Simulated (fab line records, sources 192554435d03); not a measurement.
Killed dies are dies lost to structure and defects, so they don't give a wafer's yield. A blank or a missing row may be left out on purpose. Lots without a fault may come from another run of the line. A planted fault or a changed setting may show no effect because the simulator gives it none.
Chamber matching | flow n5_finfet | N5_BEOL_M15_DESCUM_15 on rie_diel-02: 4 sister chambers
The step chemistry O2, time 7.9 s. 4 wafers are shown with their chamber, then 10 later ones without.

WAFERS WITH THEIR CHAMBER
wafer  | chamber | showerhead_plenum_p_Torr (Torr)
L086.1 | 2       | 2.05
L086.4 | 3       | 2.22
L085.3 | 1       | 2.09
L085.4 | 0       | 2.15

WAFERS WITHOUT THEIR CHAMBER
wafer  | showerhead_plenum_p_Torr (Torr)
L085.5 | 2.22
L091.3 | 2.22
L091.4 | 2.08
L091.5 | 2.22
L092.1 | 2.22
L092.2 | 2.08
L092.5 | 2.22
L097.1 | 2.08
L097.2 | 2.15
L097.5 | 2.21

WHICH CHAMBER EACH WENT THROUGH
wafer  | from the rows above | in truth
L085.5 | 3                   | 3
L091.3 | 3                   | 3
L091.4 | 1                   | 1
L091.5 | 3                   | 3
L092.1 | 3                   | 3
L092.2 | 1                   | 1
L092.5 | 3                   | 3
L097.1 | 1                   | 1
L097.2 | 0                   | 0
L097.5 | 3                   | 3
Placed correctly: 10 of 10. Can't be placed from these rows: 0. Placed wrongly: 0.
How it was worked out, from the rows above alone: a wafer's distance from a chamber is the root of the sum, over the readings, of the square of ((its reading less the chamber's mean) divided by the reading's scatter). The wafer belongs to the nearest chamber; if the next one is less than 2 further off, it can't be placed. A chamber's mean is the mean of its shown wafers. The scatter: with one shown wafer a chamber, the root of the mean of the squares of how far each hidden wafer lies from its nearest shown one.
